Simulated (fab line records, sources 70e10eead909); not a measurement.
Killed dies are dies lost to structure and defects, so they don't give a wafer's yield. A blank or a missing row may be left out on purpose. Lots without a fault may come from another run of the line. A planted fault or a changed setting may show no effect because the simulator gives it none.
Problem report in the 8D (eight disciplines) form, filled by code | flow nand_harc | the parts of the form that need people (team, actions taken, sign-off) are left out

1. THE PROBLEM
raw_defect_count at NHARC_P_ZERO_WELL_INSPECT_43 reads a mean of 479 on 2 wafers of 2 lots; wafers without a fault read 13 with a standard deviation of 5.6. That is +83 standard deviations from the usual mean.
First seen on wafer L626.5, day 5 01:37, on defect_inspect-02. The record holds 39 wafers of 13 lots with a number at this step. Rule for "out", or "out of limits": more than 4 standard deviations from the usual mean. The other wafers with a number count as sound.

2. WHAT IT IS AND WHAT IT IS NOT
question                    | is                | is not
which readings at this step | raw_defect_count  | -
which lots                  | L626, L628        | L614, L616, L617, L618, L619, L620, L625, L630, L631, L632, L633
which wafers of those lots  | L626.5, L628.5    | L626.1, L626.4, L628.1, L628.4
read on which gauges        | defect_inspect-02 | defect_inspect-01
when                        | from day 5 01:37  | up to then (23 sound wafers); but 14 sound wafers of L628, L630, L631, L632, L633 came after

3. SUSPECTS, AND WHAT RULES EACH OUT
Counting: a tool at a process step up to the reading stays a suspect if it ran every lot that is out. Sound lots after the first of them don't rule it out here, since some wafers of a struck lot are sound.
- the gauge at NHARC_P_ZERO_WELL_INSPECT_43: ruled out. All the wafers that are out were read on defect_inspect-02, but those of them that NHARC_END_SORT_01 has rows for are out there too, on other tools.
- pecvd-03 at NHARC_P_ZERO_WELL_PECVD_02 (deposits SiO2, target thk 10 nm): kept. It ran every lot that is out, first L626 (day 4 18:26); its last sound lot up to then is L617 (day 2 12:26).
Left after counting: pecvd-03 at NHARC_P_ZERO_WELL_PECVD_02.

4. THE CAUSE (what the simulator had put in)
Chamber particle source: pecvd-03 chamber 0, from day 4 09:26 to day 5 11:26, at NHARC_P_ZERO_WELL_PECVD_02. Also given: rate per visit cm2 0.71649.
Counting left only this tool.

5. THE CHAIN OF EFFECTS, in route order
Each row: a reading whose mean over the struck wafers that have a number lies more than 3 standard deviations from the usual. Only readings for which the record gives a usual standard deviation are gone through. hours: the time from each lot's start at the first step in this table that gives one to its start at this step, as a median over the lots. sigmas: the change in usual standard deviations.
hours | step                         | reading             | usual | on struck wafers | change | sigmas
0     | NHARC_P_ZERO_WELL_INSPECT_43 | raw_defect_count    | 13    | 479              | +466   | +83
420   | NHARC_END_SORT_01            | killed_at_periphery | 3.6   | 54.0             | +50.4  | +22
420   | NHARC_END_SORT_01            | killed_dies         | 32    | 68               | +36    | +3.0

6. WHAT WOULD HAVE CAUGHT IT SOONER
In this record the first reading out of limits at a measuring or inspecting step was taken at day 5 01:37, 16 hours after the fault began at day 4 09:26.
Of the lots that are out (2), L628 began NHARC_P_ZERO_WELL_PECVD_02 on pecvd-03 after day 5 01:37. A hold on the tool at that time would have spared it.
